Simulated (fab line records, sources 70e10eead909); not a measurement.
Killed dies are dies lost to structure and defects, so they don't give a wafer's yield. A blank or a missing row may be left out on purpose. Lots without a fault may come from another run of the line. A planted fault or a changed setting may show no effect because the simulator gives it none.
Tool commonality check | flow nand_harc | 2 lots, 6 wafers sampled

WHY IT WAS OPENED
At NHARC_END_SORT_01 the reading killed_at_periphery is flagged on 2 of 2 lots. Wafers without a fault read 3.8, standard deviation 2.5.
Rule: a lot is flagged when every wafer of it that has a number lies more than 4 standard deviations from that mean, or none has a number. The other lots count as sound.

lot  | measured     | on        | killed_at_periphery, wafer by wafer | flag
L721 | day 30 15:14 | prober-01 | 614 591 599                         | FLAGGED
L727 | day 34 08:28 | prober-02 | 605 612 615                         | FLAGGED
The numbers of the flagged lots are 606.0 on average: +602.2 against the usual, or +99 or more standard deviations.

WHICH TOOL RAN EACH LOT
The record holds 4 process steps before the reading, out of a route of 1302 steps. In each cell: the tool, then ch and the chambers that the sampled wafers went through, then the start.
lot  | flag    | NHARC_P_M0_DEP_32               | NHARC_P_M1_DEGAS_29          | NHARC_P_M1_PRE_CLEAN_30                 | NHARC_P_M2_DEP_00
L721 | FLAGGED | pecvd-02 ch 0,1,2, day 13 08:25 | pvd_sputter-02, day 13 10:51 | pvd_sputter-02, day 13 13:04 or earlier | pecvd-04 ch 0,2, day 13 13:04
L727 | FLAGGED | pecvd-04 ch 1,2, day 16 01:35   | pvd_sputter-03, day 16 03:52 | pvd_sputter-03, day 16 05:59 or earlier | pecvd-04 ch 1,2, day 16 05:59
What these steps do:
- NHARC_P_M0_DEP_32: deposits SiCN, target thk 30 nm.
- NHARC_P_M1_DEGAS_29: time 60 s.
- NHARC_P_M1_PRE_CLEAN_30: time 30 s.
- NHARC_P_M2_DEP_00: deposits SiOC, target thk 182.5 nm.
- NHARC_END_SORT_01

FLAGGED OVER TOTAL, TOOL BY TOOL (the gauges that took the reading come last)
step                    | tool           | lots run | flagged | share of the flagged lots | sound lots run after its first flagged lot
NHARC_P_M0_DEP_32       | pecvd-02       | 1        | 1       | some                      | 0
NHARC_P_M0_DEP_32       | pecvd-04       | 1        | 1       | some                      | 0
NHARC_P_M1_DEGAS_29     | pvd_sputter-02 | 1        | 1       | some                      | 0
NHARC_P_M1_DEGAS_29     | pvd_sputter-03 | 1        | 1       | some                      | 0
NHARC_P_M1_PRE_CLEAN_30 | pvd_sputter-02 | 1        | 1       | some                      | 0
NHARC_P_M1_PRE_CLEAN_30 | pvd_sputter-03 | 1        | 1       | some                      | 0
NHARC_P_M2_DEP_00       | pecvd-04       | 2        | 2       | all                       | 0
NHARC_END_SORT_01       | prober-01      | 1        | 1       | some                      | 0
NHARC_END_SORT_01       | prober-02      | 1        | 1       | some                      | 0
NHARC_P_M1_PRE_CLEAN_30 gives no start for some lots, so the hours and the order of its lots are those of NHARC_P_M2_DEP_00.

WHAT THE TABLE ALLOWS
1 row of the table ran every flagged lot: pecvd-04 at NHARC_P_M2_DEP_00.
- pecvd-04 at NHARC_P_M2_DEP_00: 2 of its 2 lots flagged. It ran no sound lot before its first flagged lot in this sample, so the start can't be narrowed down.
One tool is left: pecvd-04 at NHARC_P_M2_DEP_00.

WHAT THE SIMULATOR HAD PUT IN
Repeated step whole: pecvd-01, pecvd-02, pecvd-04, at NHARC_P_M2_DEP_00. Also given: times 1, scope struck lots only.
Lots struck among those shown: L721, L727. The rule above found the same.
